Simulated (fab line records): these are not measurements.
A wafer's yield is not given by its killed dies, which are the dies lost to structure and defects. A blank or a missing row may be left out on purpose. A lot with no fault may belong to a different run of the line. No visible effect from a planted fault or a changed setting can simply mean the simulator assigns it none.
fab line records	flow n5_finfet
record: lots: 24	wafers: 72	last_day: 18
route steps=1938 shown MOL_CONTACT_COAG@543 BEOL_M0_SAQP@635
lots that met no fault: from a run of the same line without faults
start_h: hours from the record's first day to the start of the lot's first wafer shown	wait_h: hours since the lot's step before	" the same as in the row above	L1.1+2: several wafers, shown together as one row	- value missing, or start not given	* or withheld: withheld	< > ~ a bound
route shown NAME@n: a module of which the file shows steps, and the number in the route of the first	usual: mean/standard deviation of fault-free wafers	same: alike in all rows	chamber/n: place in a boat	sites: the reading at each site	_std_site: the values' standard deviation	_edge_site: inner sites' mean taken away from outer sites' mean	radius_mm: how far each site lies from the wafer's centre	mask NAME#n: copy n	behind: the last tool/chamber to shape the wafer	hold: cause of the lot's hold/its duration in hours/its outcome	device: transistor that didn't switch, given as n, p or np	end of line: tests run on the same wafers once the route is complete	a step given without rows: its recipe and nothing more	killed: dies that structure and defects cost at the first sort, which is not the same as the wafer's yield	map: dies across one wafer; x = killed, . = not, _ = none there
set.NAME: setting as actually run; set.NAME@STEP: the setting as run at that earlier step	model.NAME: the simulator's own value behind a step, which no gauge read
route steps across a sampled set of lots; one table per step, one row per wafer
services: from which hour (start_h, from the record's first day; less than 0 if before it) a tool's chamber was out of use, for how many hours, and why
== steps ==
step: N5_MOL_CONTACT_COAG_TI_SIL_19
recipe: material: Ti	target_thk_a: 42	temp_c: 200	chamber_pressure_pa: 5	power_w: 5000	time_s: 15
usual: throttle_valve_pct: 30.2/1.1
lot.wafer	tool	chamber	start_h	wait_h	throttle_valve_pct
L074.2	pvd_sputter-01	-	93.38	0.2	30.0
L074.4	"	-	"	"	30.9
L074.6	"	-	"	"	29.9
L075.1	pvd_sputter-03	-	104.91	0.3	30.6
L075.4	"	-	"	"	29.6
L075.6	"	-	"	"	30.2
L076.3	pvd_sputter-01	-	106.13	0.1	32.2
L076.5	"	-	"	"	32.1
L076.6	"	-	"	"	31.1
L077.2	pvd_sputter-01	-	109.79	0.3	29.7
L077.4	"	-	"	"	30.9
L077.5	"	-	"	"	30.8
L078.1	pvd_sputter-03	-	115.70	0.2	30.1
L078.3	"	-	"	"	30.9
L078.4	"	-	"	"	29.6
L079.1	pvd_sputter-01	-	123.31	0.5	29.9
L079.3	"	-	"	"	31.9
L079.4	"	-	"	"	29.8
L080.2	pvd_sputter-02	-	126.97	0.2	30.6
L080.3	"	-	"	"	28.5
L080.6	"	-	"	"	29.0
L081.3	pvd_sputter-01	-	132.38	0.2	30.1
L081.5	"	-	"	"	31.9
L081.6	"	-	"	"	30.8
L082.4	pvd_sputter-01	-	138.56	0.1	32.1
L082.5	"	-	"	"	32.1
L082.6	"	-	"	"	30.0
L083.4	pvd_sputter-01	-	144.40	1.0	31.9
L083.5	"	-	"	"	29.9
L083.6	"	-	"	"	29.8
L084.3	pvd_sputter-01	-	152.82	0.2	30.8
L084.4	"	-	"	"	30.0
L084.5	"	-	"	"	32.1
L085.2	pvd_sputter-01	-	154.18	0.2	30.1
L085.3	"	-	"	"	31.9
L085.5	"	-	"	"	29.9
L086.1	pvd_sputter-03	-	158.54	0.3	30.2
L086.3	"	-	"	"	30.7
L086.5	"	-	"	"	30.9
L087.1	pvd_sputter-01	-	168.26	0.3	29.8
L087.3	"	-	"	"	29.9
L087.6	"	-	"	"	30.8
L088.2	pvd_sputter-01	-	174.00	0.2	30.8
L088.4	"	-	"	"	32.1
L088.5	"	-	"	"	32.3
L089.4	pvd_sputter-03	-	179.37	0.1	29.9
L089.5	"	-	"	"	30.4
L089.6	"	-	"	"	29.9
L090.1	pvd_sputter-02	-	190.38	0.3	30.5
L090.3	"	-	"	"	27.8
L090.5	"	-	"	"	28.0
L091.3	pvd_sputter-02	-	191.26	0.1	28.7
L091.5	"	-	"	"	28.3
L091.6	"	-	"	"	28.7
L092.2	pvd_sputter-03	-	198.58	0.2	29.5
L092.3	"	-	"	"	30.1
L092.6	"	-	"	"	30.0
L093.2	pvd_sputter-01	-	204.32	0.3	29.8
L093.3	"	-	"	"	30.0
L093.5	"	-	"	"	29.7
L094.1	pvd_sputter-02	-	217.05	1.6	30.8
L094.5	"	-	"	"	28.4
L094.6	"	-	"	"	28.9
L095.1	pvd_sputter-02	-	217.15	0.2	28.8
L095.4	"	-	"	"	30.6
L095.5	"	-	"	"	27.9
L096.1	pvd_sputter-02	-	222.54	0.2	30.5
L096.2	"	-	"	"	31.1
L096.5	"	-	"	"	30.7
L097.2	pvd_sputter-03	-	228.44	0.2	30.0
L097.3	"	-	"	"	29.8
L097.5	"	-	"	"	30.1
step: N5_MOL_CONTACT_COAG_CD_MEAS_101
recipe: target_cd_nm: 16
usual: cd_nm: 15.9/0.3
lot.wafer	tool	chamber	start_h	wait_h	cd_nm
L074.2	cd_sem-01	-	105.46	0.0	15.9
L074.4	"	-	"	"	15.8
L074.6	"	-	"	"	16.0
L075.1	cd_sem-02	-	114.43	0.0	16.2
L075.4	"	-	"	"	16.3
L075.6	"	-	"	"	16.5
L076.3	cd_sem-03	-	117.62	0.0	16.0
L076.5	"	-	"	"	16.2
L076.6	"	-	"	"	15.8
L077.2	cd_sem-02	-	121.26	0.0	16.3
L077.4	"	-	"	"	15.9
L077.5	"	-	"	"	15.6
L078.1	cd_sem-01	-	127.27	0.0	16.1
L078.3	"	-	"	"	15.2
L078.4	"	-	"	"	15.6
L079.1	cd_sem-03	-	134.36	0.0	16.3
L079.3	"	-	"	"	15.7
L079.4	"	-	"	"	16.0
L080.2	cd_sem-02	-	137.28	0.0	15.6
L080.3	"	-	"	"	15.9
L080.6	"	-	"	"	15.7
L081.3	cd_sem-02	-	143.16	0.0	16.1
L081.5	"	-	"	"	16.0
L081.6	"	-	"	"	15.8
L082.4	cd_sem-02	-	148.57	0.0	15.5
L082.5	"	-	"	"	16.3
L082.6	"	-	"	"	15.4
L083.4	cd_sem-02	-	156.67	0.0	16.0
L083.5	"	-	"	"	16.2
L083.6	"	-	"	"	16.2
L084.3	cd_sem-01	-	165.68	0.0	15.6
L084.4	"	-	"	"	15.3
L084.5	"	-	"	"	15.3
L085.2	cd_sem-02	-	165.82	0.0	16.6
L085.3	"	-	"	"	16.6
L085.5	"	-	"	"	16.2
L086.1	cd_sem-01	-	170.16	0.0	16.1
L086.3	"	-	"	"	16.2
L086.5	"	-	"	"	15.7
L087.1	cd_sem-01	-	181.52	0.0	16.2
L087.3	"	-	"	"	16.5
L087.6	"	-	"	"	15.9
L088.2	cd_sem-01	-	186.38	0.0	16.2
L088.4	"	-	"	"	15.8
L088.5	"	-	"	"	16.4
L089.4	cd_sem-01	-	191.54	0.0	16.0
L089.5	"	-	"	"	15.8
L089.6	"	-	"	"	15.6
L090.1	cd_sem-01	-	200.97	0.0	15.3
L090.3	"	-	"	"	16.1
L090.5	"	-	"	"	16.2
L091.3	cd_sem-03	-	202.44	0.0	16.3
L091.5	"	-	"	"	16.7
L091.6	"	-	"	"	15.7
L092.2	cd_sem-03	-	208.95	0.0	16.1
L092.3	"	-	"	"	15.6
L092.6	"	-	"	"	15.3
L093.2	cd_sem-02	-	214.32	0.0	16.3
L093.3	"	-	"	"	15.7
L093.5	"	-	"	"	16.3
L094.1	cd_sem-02	-	229.73	0.0	16.0
L094.5	"	-	"	"	15.7
L094.6	"	-	"	"	16.3
L095.1	cd_sem-03	-	229.93	0.0	15.9
L095.4	"	-	"	"	15.8
L095.5	"	-	"	"	16.4
L096.1	cd_sem-01	-	234.56	0.0	15.9
L096.2	"	-	"	"	15.8
L096.5	"	-	"	"	16.3
L097.2	cd_sem-03	-	240.61	0.0	16.3
L097.3	"	-	"	"	16.1
L097.5	"	-	"	"	15.9
step: N5_BEOL_M0_SAQP_PECVD_03
recipe: material: SiCN	target_thk_a: 120	temp_c: withheld	precursor: 3MS/NH3	pressure_torr: 3	rf_w: 202	time_s: 21.1
usual: showerhead_plenum_p_Torr: 3.661/0.0087	throttle_valve_pct: 9.3/0.57
lot.wafer	tool	chamber	start_h	wait_h	showerhead_plenum_p_Torr	throttle_valve_pct
L074.2	pecvd-03	0	113.00	0.1	3.661	9.6
L074.4	"	1	"	"	3.665	10.1
L074.6	"	2	"	"	3.655	8.9
L075.1	pecvd-04	1	119.93	0.1	3.673	10.3
L075.4	"	1	"	"	3.668	9.8
L075.6	"	2	"	"	3.662	9.1
L076.3	pecvd-04	2	123.53	0.1	3.667	9.2
L076.5	"	1	"	"	3.673	10.2
L076.6	"	2	"	"	3.661	9.4
L077.2	pecvd-03	1	127.17	0.1	3.668	9.8
L077.4	"	2	"	"	3.656	8.7
L077.5	"	1	"	"	3.675	10.0
L078.1	pecvd-03	0	132.24	0.1	3.667	9.0
L078.3	"	2	"	"	3.658	8.7
L078.4	"	1	"	"	3.679	10.0
L079.1	pecvd-03	0	139.21	0.1	3.658	9.1
L079.3	"	1	"	"	3.673	9.9
L079.4	"	0	"	"	3.657	9.4
L080.2	pecvd-01	2	142.27	0.1	3.642	8.7
L080.3	"	0	"	"	3.664	9.4
L080.6	"	2	"	"	3.655	8.4
L081.3	pecvd-01	0	147.68	0.1	3.666	9.4
L081.5	"	2	"	"	3.645	8.4
L081.6	"	0	"	"	3.663	9.4
L082.4	pecvd-03	0	153.38	0.1	3.672	9.4
L082.5	"	2	"	"	3.661	8.7
L082.6	"	1	"	"	3.665	10.0
L083.4	pecvd-03	2	162.27	0.1	3.654	8.7
L083.5	"	1	"	"	3.660	9.7
L083.6	"	0	"	"	3.657	9.4
L084.3	pecvd-03	1	173.01	0.1	3.669	9.8
L084.4	"	0	"	"	3.660	9.2
L084.5	"	1	"	"	3.662	10.1
L085.2	pecvd-01	1	173.09	0.1	3.662	8.1
L085.3	"	0	"	"	3.659	9.5
L085.5	"	0	"	"	3.662	9.6
L086.1	pecvd-04	0	178.32	0.1	3.666	9.2
L086.3	"	2	"	"	3.657	9.4
L086.5	"	1	"	"	3.671	10.0
L087.1	pecvd-04	0	187.18	0.1	3.673	9.5
L087.3	"	2	"	"	3.661	9.2
L087.6	"	0	"	"	3.670	9.3
L088.2	pecvd-04	1	191.18	0.1	3.674	10.1
L088.4	"	1	"	"	3.672	9.9
L088.5	"	2	"	"	3.656	9.4
L089.4	pecvd-03	0	196.37	0.1	3.650	9.3
L089.5	"	2	"	"	3.657	8.6
L089.6	"	1	"	"	3.675	10.2
L090.1	pecvd-03	1	205.61	0.1	3.664	9.8
L090.3	"	0	"	"	3.657	9.3
L090.5	"	0	"	"	3.658	9.4
L091.3	pecvd-01	2	208.41	0.1	3.637	8.7
L091.5	"	2	"	"	3.639	8.3
L091.6	"	0	"	"	3.657	9.5
L092.2	pecvd-03	1	214.35	0.1	3.666	10.0
L092.3	"	2	"	"	3.661	8.9
L092.6	"	0	"	"	3.666	9.4
L093.2	pecvd-03	0	219.98	0.1	3.662	9.4
L093.3	"	1	"	"	3.666	10.0
L093.5	"	1	"	"	3.650	9.7
L094.1	pecvd-04	1	234.56	0.1	3.678	10.0
L094.5	"	2	"	"	3.657	8.6
L094.6	"	0	"	"	3.672	9.6
L095.1	pecvd-01	2	238.65	0.1	3.651	8.5
L095.4	"	1	"	"	3.660	8.5
L095.5	"	0	"	"	3.653	9.6
L096.1	pecvd-01	0	241.53	0.1	3.650	9.7
L096.2	"	2	"	"	3.654	8.7
L096.5	"	2	"	"	3.648	8.7
L097.2	pecvd-04	0	246.08	0.1	3.675	9.4
L097.3	"	2	"	"	3.651	8.7
L097.5	"	1	"	"	3.661	10.1
step: N5_BEOL_M0_SAQP_ETCH_84
recipe: chemistry: N2/H2	target: SOC	target_depth_a: 1000	overetch_a: 200	mask_material: SiARC	temp_c: 40	time_s: 150	ion_energy_ev: 200	pressure_mtorr: 30	source_w: 840	bias_w: 150	n2_flow_sccm: 200	h2_flow_sccm: 200
usual: drypump_motor_current_A: 5.7/0.42	oes_product_au: 0.68/0.073	rf_vpp_V: 523.7/2.6	showerhead_plenum_p_Torr: 2.54/0.096	throttle_valve_pct: 17.93/0.2
lot.wafer	tool	chamber	start_h	wait_h	drypump_motor_current_A	oes_product_au	rf_hours_counter_h	rf_vpp_V	showerhead_plenum_p_Torr	throttle_valve_pct
L074.2	rie_diel-04	3	113.90	0.0	6.3	0.79	33	527.5	2.70	17.85
L074.4	"	0	"	"	5.5	0.65	198	520.3	2.42	18.10
L074.6	"	2	"	"	5.8	0.67	-	523.3	2.54	17.68
L075.1	rie_diel-04	1	121.21	0.0	5.2	0.62	217	526.1	2.63	18.05
L075.4	"	0	"	"	5.5	0.64	-	518.4	2.42	18.12
L075.6	"	1	"	"	5.2	0.62	-	526.8	2.63	18.05
L076.3	rie_diel-02	3	124.27	0.0	4.9	0.67	184	519.1	2.42	18.08
L076.5	"	0	"	"	5.7	0.61	-	526.1	2.63	18.14
L076.6	"	3	"	"	4.9	0.67	-	521.6	2.42	18.09
L077.2	rie_diel-02	1	128.04	0.0	6.3	0.62	231	521.3	2.50	17.79
L077.4	"	0	"	"	5.7	0.61	237	526.7	2.63	18.14
L077.5	"	0	"	"	5.7	0.61	-	525.5	2.63	18.17
L078.1	rie_diel-02	1	133.11	0.0	6.4	0.62	233	522.3	2.50	17.79
L078.3	"	2	"	"	5.9	0.70	124	524.3	2.56	18.09
L078.4	"	0	"	"	5.7	0.61	239	524.1	2.63	18.15
L079.1	rie_diel-04	1	139.95	0.0	5.2	0.61	224	524.9	2.63	18.06
L079.3	"	0	"	"	5.5	0.64	208	520.7	2.42	18.12
L079.4	"	2	"	"	5.8	0.67	151	524.1	2.53	17.69
L080.2	rie_diel-02	3	143.14	0.0	4.9	0.66	190	521.4	2.42	18.09
L080.3	"	1	"	"	6.4	0.62	236	522.6	2.50	17.79
L080.6	"	0	"	"	5.7	0.60	-	525.9	2.63	18.15
L081.3	rie_diel-04	0	148.55	0.0	5.5	0.63	212	521.3	2.41	18.12
L081.5	"	1	"	"	5.2	0.61	-	526.5	2.62	18.10
L081.6	"	0	"	"	5.5	0.64	-	519.4	2.41	18.12
L082.4	rie_diel-04	0	154.40	0.0	5.5	0.63	214	520.2	2.41	18.13
L082.5	"	2	"	"	5.8	0.66	-	523.4	2.53	17.69
L082.6	"	1	"	"	5.2	0.61	-	526.4	2.62	18.09
L083.4	rie_diel-02	1	163.03	0.0	6.3	0.62	241	522.9	2.50	17.81
L083.5	"	0	"	"	5.7	0.60	-	525.3	2.63	18.17
L083.6	"	1	"	"	6.4	0.62	-	522.2	2.50	17.80
L085.2	rie_diel-04	1	173.96	0.0	5.2	0.61	234	526.5	2.62	18.08
L085.3	"	3	"	"	6.3	0.77	47	527.2	2.70	17.88
L085.5	"	1	"	"	5.2	0.61	-	524.4	2.62	18.08
L084.3	rie_diel-04	0	174.23	0.0	5.5	0.64	218	520.4	2.41	18.13
L084.4	"	2	"	"	5.8	0.67	162	524.5	2.53	17.70
L084.5	"	3	"	"	6.3	0.77	-	527.7	2.70	17.88
L086.1	rie_diel-04	3	179.20	0.0	6.3	0.78	48	526.9	2.70	17.88
L086.3	"	2	"	"	5.8	0.66	163	523.4	2.53	17.72
L086.5	"	1	"	"	5.2	0.61	-	526.5	2.62	18.09
L087.1	rie_diel-04	1	187.92	0.0	5.2	0.60	239	525.6	2.62	18.10
L087.3	"	3	"	"	6.3	0.76	51	528.4	2.70	17.88
L087.6	"	3	"	"	6.3	0.77	-	527.7	2.70	17.89
L088.2	rie_diel-03	1	191.92	0.0	5.7	0.69	146	524.9	2.54	17.59
L088.4	"	2	"	"	6.0	0.69	169	520.6	2.45	17.97
L088.5	"	0	"	"	5.9	0.76	-	522.3	2.47	17.60
L089.4	rie_diel-02	2	197.29	0.0	5.9	0.68	-	523.7	2.55	18.13
L089.5	"	0	"	"	5.7	0.89	-	525.7	2.62	17.72
L089.6	"	3	"	"	4.9	0.65	-	521.3	2.41	18.13
L090.1	rie_diel-03	0	206.50	0.0	5.9	0.75	61	522.6	2.46	17.62
L090.3	"	1	"	"	5.7	0.69	151	523.7	2.54	17.62
L090.5	"	0	"	"	5.9	0.76	-	522.4	2.47	17.62
L091.3	rie_diel-03	3	209.16	0.0	5.5	0.63	193	525.3	2.64	17.85
L091.5	"	3	"	"	5.5	0.64	-	523.6	2.64	17.85
L091.6	"	0	"	"	5.9	0.75	-	521.2	2.47	17.62
L092.2	rie_diel-02	2	215.21	0.0	5.8	0.68	152	524.5	2.54	18.15
L092.3	"	0	"	"	5.7	0.85	8	525.6	2.62	17.73
L092.6	"	3	"	"	4.9	0.65	-	520.9	2.41	18.15
L093.2	rie_diel-02	0	220.84	0.0	5.7	0.85	10	525.0	2.62	17.72
L093.3	"	1	"	"	6.3	0.90	0	522.7	2.49	17.40
L093.5	"	0	"	"	5.7	0.85	-	523.9	2.62	17.73
L094.1	rie_diel-04	0	235.45	0.0	5.5	0.63	232	520.5	2.41	18.17
L094.5	"	2	"	"	5.8	0.64	-	523.0	2.52	17.75
L094.6	"	3	"	"	6.3	0.76	-	527.9	2.69	17.92
L095.1	rie_diel-04	2	239.39	0.0	5.8	0.65	181	523.0	2.52	17.72
L095.4	"	0	"	"	5.5	0.63	-	520.0	2.41	18.17
L095.5	"	3	"	"	6.3	0.76	-	527.5	2.69	17.91
L096.1	rie_diel-02	3	242.49	0.0	4.9	0.64	223	520.4	2.40	18.17
L096.2	"	1	"	"	6.3	0.85	6	523.7	2.49	17.41
L096.5	"	1	"	"	6.4	0.85	-	522.3	2.49	17.41
L097.2	rie_diel-04	0	246.95	0.0	5.5	0.62	237	518.8	2.40	18.18
L097.3	"	3	"	"	6.3	0.75	69	526.7	2.69	17.92
L097.5	"	3	"	"	6.3	0.75	-	528.3	2.69	17.92
step: N5_BEOL_M0_SAQP_MANDREL_ETCH_103
recipe: chemistry: HBr/Cl2	target: a-Si	target_depth_a: 450	bt_time_s: 10	stop_on: SiCN	mask_material: SiO2	over_etch_frac: 0.8	time_s: 27	pressure_mtorr: 10	icp_w: 800	bias_w: 75	HBr_flow_sccm: 150	Cl2_flow_sccm: 80	ends: end_point
usual: drypump_motor_current_A: 5.8/0.35	oes_product_au: 0.688/0.011	throttle_valve_pct: 35.44/0.29
lot.wafer	tool	chamber	start_h	wait_h	drypump_motor_current_A	oes_product_au	rf_hours_counter_h	throttle_valve_pct
L074.2	rie_si-02	3	115.57	0.0	5.6	0.660	190	35.86
L074.4	"	2	"	"	5.7	0.684	45	35.07
L074.6	"	1	"	"	5.7	0.681	-	35.04
L075.1	rie_si-06	2	122.99	0.0	5.1	0.677	184	35.30
L075.4	"	1	"	"	6.0	0.680	45	35.74
L075.6	"	3	"	"	5.4	0.672	-	35.71
L076.3	rie_si-02	0	126.19	0.0	5.3	0.677	188	35.35
L076.5	"	2	"	"	5.7	0.694	-	35.06
L076.6	"	1	"	"	5.7	0.691	-	35.04
L077.2	rie_si-02	3	130.28	0.0	5.6	0.678	190	35.90
L077.4	"	3	"	"	5.6	0.674	-	35.86
L077.5	"	0	"	"	5.3	0.690	-	35.33
L078.1	rie_si-05	1	134.77	0.0	5.7	0.676	186	35.65
L078.3	"	0	"	"	6.5	0.686	128	35.79
L078.4	"	2	"	"	6.0	0.692	-	35.58
L079.1	rie_si-02	3	142.29	0.0	5.6	0.680	190	35.88
L079.3	"	2	"	"	5.7	0.686	46	35.07
L079.4	"	1	"	"	5.8	0.687	158	35.01
L080.2	rie_si-02	1	144.98	0.0	5.7	0.675	158	35.03
L080.3	"	3	"	"	5.6	0.672	191	35.89
L080.6	"	3	"	"	5.6	0.680	-	35.84
L081.3	rie_si-06	3	150.21	0.0	5.4	0.676	177	35.71
L081.5	"	0	"	"	6.5	0.698	-	35.69
L081.6	"	3	"	"	5.4	0.680	-	35.70
L082.4	rie_si-02	2	156.20	0.0	5.7	0.688	46	35.05
L082.5	"	0	"	"	5.3	0.704	-	35.30
L082.6	"	1	"	"	5.8	0.697	-	34.99
L083.4	rie_si-05	3	164.69	0.0	6.0	0.680	0	35.03
L083.5	"	0	"	"	6.4	0.705	-	35.76
L083.6	"	3	"	"	6.0	0.683	-	35.07
L085.2	rie_si-05	1	175.73	0.0	5.7	0.689	187	35.63
L085.3	"	2	"	"	6.0	0.702	89	35.58
L085.5	"	2	"	"	6.0	0.707	-	35.56
L084.3	rie_si-06	0	176.09	0.0	6.5	0.692	1	35.71
L084.4	"	1	"	"	6.0	0.680	46	35.77
L084.5	"	3	"	"	5.4	0.674	-	35.73
L086.1	rie_si-05	3	181.98	0.0	6.0	0.684	1	35.05
L086.3	"	1	"	"	5.7	0.686	187	35.63
L086.5	"	1	"	"	5.8	0.691	-	35.65
L087.1	rie_si-05	0	189.81	0.0	6.4	0.687	129	35.79
L087.3	"	1	"	"	5.8	0.677	187	35.67
L087.6	"	2	"	"	5.9	0.701	-	35.57
L088.2	rie_si-02	2	193.58	0.0	5.7	0.682	47	35.09
L088.4	"	3	"	"	5.6	0.710	-	35.57
L088.5	"	2	"	"	5.7	0.688	-	35.09
L089.4	rie_si-05	2	199.09	0.0	6.0	0.705	90	35.55
L089.5	"	1	"	"	5.7	0.675	-	35.62
L089.6	"	2	"	"	5.9	0.703	-	35.57
L090.1	rie_si-06	3	208.38	0.0	5.4	0.676	179	35.73
L090.3	"	1	"	"	6.1	0.678	47	35.76
L090.5	"	2	"	"	5.1	0.682	-	35.27
L091.3	rie_si-05	1	210.81	0.0	5.7	0.696	187	35.61
L091.5	"	3	"	"	6.0	0.692	-	35.04
L091.6	"	0	"	"	6.4	0.697	-	35.75
L092.2	rie_si-02	3	216.87	0.0	5.6	0.701	1	35.56
L092.3	"	1	"	"	5.8	0.685	160	35.03
L092.6	"	2	"	"	5.7	0.687	-	35.05
L093.2	rie_si-05	0	222.50	0.0	6.4	0.696	130	35.78
L093.3	"	3	"	"	6.0	0.678	1	35.06
L093.5	"	0	"	"	6.4	0.701	-	35.76
L094.1	rie_si-02	0	237.14	0.0	5.3	0.691	0	35.26
L094.5	"	0	"	"	5.3	0.701	-	35.26
L094.6	"	1	"	"	5.8	0.686	-	35.01
L095.1	rie_si-02	1	241.30	0.0	5.8	0.684	160	35.01
L095.4	"	3	"	"	5.6	0.702	1	35.57
L095.5	"	2	"	"	5.7	0.680	-	35.06
L096.1	rie_si-02	0	244.38	0.0	5.3	0.696	0	35.27
L096.2	"	1	"	"	5.7	0.679	160	35.03
L096.5	"	0	"	"	5.3	0.702	-	35.23
L097.2	rie_si-05	0	248.62	0.0	6.5	0.689	130	35.78
L097.3	"	3	"	"	6.0	0.666	2	35.06
L097.5	"	2	"	"	6.0	0.712	-	35.57
step: N5_BEOL_M0_SAQP_STRIP_108
recipe: chemistry: N2/H2	power_w: 500	temp_c: 40	pressure_mtorr: 50	rf_frequency_hz: 6e+07	overash_fraction: 0.3	bias_power_w: 28	h2_frac: 0.5	n2_flow_sccm: 300	h2_flow_sccm: 300
usual: drypump_motor_current_A: 5.7/0.45	oes_product_au: 0.76/0.074	rf_vpp_V: 121.8/0.9	showerhead_plenum_p_Torr: 3.35/0.11	throttle_valve_pct: 19.0/0.32
lot.wafer	tool	chamber	start_h	wait_h	drypump_motor_current_A	oes_product_au	rf_hours_counter_h	rf_vpp_V	showerhead_plenum_p_Torr	throttle_valve_pct
L074.2	rie_diel-04	1	116.20	0.0	5.2	0.70	214	122.1	3.47	19.4
L074.4	"	0	"	"	5.5	0.72	198	120.1	3.20	19.4
L074.6	"	1	"	"	5.2	0.70	-	122.5	3.47	19.4
L075.1	rie_diel-03	1	123.63	0.0	5.7	0.80	125	122.3	3.37	18.6
L075.4	"	0	"	"	5.9	0.88	36	121.6	3.27	18.9
L075.6	"	0	"	"	5.9	0.89	-	122.1	3.27	18.9
L076.3	rie_diel-02	3	127.05	0.0	4.9	0.74	185	122.5	3.20	19.1
L076.5	"	3	"	"	4.9	0.74	-	120.6	3.20	19.0
L076.6	"	2	"	"	5.9	0.79	-	122.6	3.38	19.4
L077.2	rie_diel-02	3	130.91	0.0	4.9	0.75	186	120.8	3.20	19.1
L077.4	"	1	"	"	6.4	0.68	232	122.5	3.31	18.7
L077.5	"	0	"	"	5.7	0.67	-	123.4	3.47	19.3
L078.1	rie_diel-02	0	135.40	0.0	5.8	0.67	239	123.3	3.47	19.4
L078.3	"	2	"	"	5.9	0.78	125	121.4	3.38	19.4
L078.4	"	1	"	"	6.4	0.67	233	122.5	3.31	18.7
L079.1	rie_diel-03	2	143.31	0.0	6.0	0.77	157	121.3	3.24	19.0
L079.3	"	3	"	"	5.5	0.71	174	122.6	3.49	18.7
L079.4	"	1	"	"	5.7	0.79	131	120.9	3.36	18.6
L080.2	rie_diel-02	1	145.61	0.0	6.4	0.67	236	122.3	3.30	18.7
L080.3	"	3	"	"	4.9	0.73	191	122.3	3.20	19.1
L080.6	"	2	"	"	5.9	0.77	-	122.2	3.37	19.4
L081.3	rie_diel-02	0	150.91	0.0	5.7	0.65	244	121.8	3.46	19.4
L081.5	"	1	"	"	6.3	0.68	-	120.3	3.30	18.7
L081.6	"	2	"	"	5.9	0.77	-	120.1	3.37	19.4
L082.4	rie_diel-02	1	156.86	0.0	6.3	0.68	240	122.4	3.30	18.7
L082.5	"	2	"	"	5.9	0.77	-	122.1	3.37	19.4
L082.6	"	3	"	"	4.9	0.74	-	120.4	3.20	19.1
L083.4	rie_diel-03	2	165.34	0.0	6.1	0.76	161	121.4	3.24	19.0
L083.5	"	0	"	"	5.9	0.87	-	121.9	3.27	18.9
L083.6	"	3	"	"	5.5	0.71	-	122.4	3.49	18.7
L085.2	rie_diel-02	1	176.36	0.0	6.4	0.68	244	121.0	3.30	18.7
L085.3	"	2	"	"	5.9	0.77	136	121.7	3.37	19.4
L085.5	"	1	"	"	6.3	0.67	-	120.9	3.30	18.7
L084.3	rie_diel-02	2	176.72	0.0	5.8	0.77	136	122.5	3.37	19.4
L084.4	"	3	"	"	4.9	0.74	-	121.2	3.19	19.1
L084.5	"	2	"	"	5.9	0.77	-	122.4	3.37	19.4
L086.1	rie_diel-04	1	182.61	0.0	5.2	0.68	237	122.5	3.46	19.4
L086.3	"	2	"	"	5.8	0.73	164	121.2	3.34	18.5
L086.5	"	2	"	"	5.8	0.73	-	121.3	3.34	18.5
L087.1	rie_diel-03	1	190.44	0.0	5.7	0.77	145	122.1	3.36	18.6
L087.3	"	2	"	"	6.0	0.76	169	121.1	3.23	19.0
L087.6	"	2	"	"	6.1	0.77	-	120.1	3.23	19.0
L088.2	rie_diel-04	3	194.21	0.0	6.3	0.87	53	124.1	3.55	19.1
L088.4	"	1	"	"	5.2	0.67	240	122.2	3.46	19.4
L088.5	"	2	"	"	5.8	0.74	-	121.9	3.34	18.5
L089.4	rie_diel-04	3	199.72	0.0	6.3	0.86	55	122.4	3.55	19.2
L089.5	"	3	"	"	6.3	0.86	-	123.4	3.55	19.1
L089.6	"	0	"	"	5.5	0.69	-	120.2	3.19	19.4
L090.1	rie_diel-04	1	209.01	0.0	5.2	0.67	244	121.9	3.45	19.4
L090.3	"	3	"	"	6.3	0.85	57	122.8	3.55	19.2
L090.5	"	3	"	"	6.3	0.86	-	124.0	3.55	19.2
L091.3	rie_diel-02	2	211.44	0.0	5.9	0.75	150	122.0	3.36	19.4
L091.5	"	3	"	"	4.9	0.71	-	120.9	3.19	19.1
L091.6	"	0	"	"	5.7	0.95	-	123.0	3.46	19.0
L092.2	rie_diel-04	1	217.50	0.0	5.2	0.67	247	122.1	3.45	19.4
L092.3	"	2	"	"	5.8	0.72	174	121.5	3.34	18.5
L092.6	"	1	"	"	5.2	0.67	-	122.4	3.45	19.4
L093.2	rie_diel-04	2	223.13	0.0	5.8	0.74	176	121.4	3.33	18.5
L093.3	"	1	"	"	5.2	0.67	249	122.0	3.45	19.4
L093.5	"	1	"	"	5.2	0.67	-	121.6	3.45	19.4
L094.1	rie_diel-03	1	237.77	0.0	5.7	0.77	158	122.1	3.35	18.7
L094.5	"	2	"	"	6.0	0.75	-	121.1	3.23	19.1
L094.6	"	3	"	"	5.5	0.69	-	121.8	3.48	18.7
L095.1	rie_diel-03	2	242.18	0.0	6.1	0.75	183	119.9	3.23	19.1
L095.4	"	3	"	"	5.5	0.69	202	122.2	3.48	18.8
L095.5	"	1	"	"	5.7	0.77	-	122.3	3.35	18.7
L096.1	rie_diel-02	1	245.02	0.0	6.4	0.97	7	121.2	3.29	18.3
L096.2	"	2	"	"	5.9	0.75	160	122.1	3.36	19.5
L096.5	"	2	"	"	5.9	0.75	-	121.1	3.36	19.5
L097.2	rie_diel-02	1	249.25	0.0	6.4	0.96	8	120.1	3.29	18.4
L097.3	"	0	"	"	5.7	0.92	18	123.5	3.45	19.0
L097.5	"	3	"	"	4.9	0.71	-	120.8	3.18	19.1
== services ==
tool	chamber	start_h	hours	kind
pvd_sputter-03	-	76.13	2.0	repair
pecvd-04	-	80.64	1.6	repair
pecvd-03	-	84.78	5.5	pm
pecvd-01	-	85.51	1.7	repair
pecvd-01	-	115.27	1.3	repair
pecvd-03	-	116.11	6.0	pm
rie_diel-04	3	116.29	12.9	repair
rie_si-06	1	126.75	2.5	repair
rie_si-02	2	128.50	4.3	repair
rie_si-06	0	152.79	8.9	repair
pecvd-01	0	160.15	4.4	repair
pvd_sputter-02	-	162.27	23.5	repair
pecvd-03	2	170.54	5.2	repair
rie_diel-02	0	174.77	-	clean
rie_diel-02	0	174.77	-	consumable_replace:focus_ring
rie_diel-04	0	176.83	7.2	repair
rie_si-06	0	184.04	24.3	repair
rie_si-05	3	185.43	8.7	repair
rie_si-02	-	186.66	0.1	repair
pecvd-01	-	190.93	2.6	repair
rie_si-02	1	191.80	7.9	repair
rie_diel-04	0	204.06	8.8	repair
rie_si-06	3	235.69	5.6	repair
pecvd-03	1	241.93	22.3	repair
== key ==
fault none
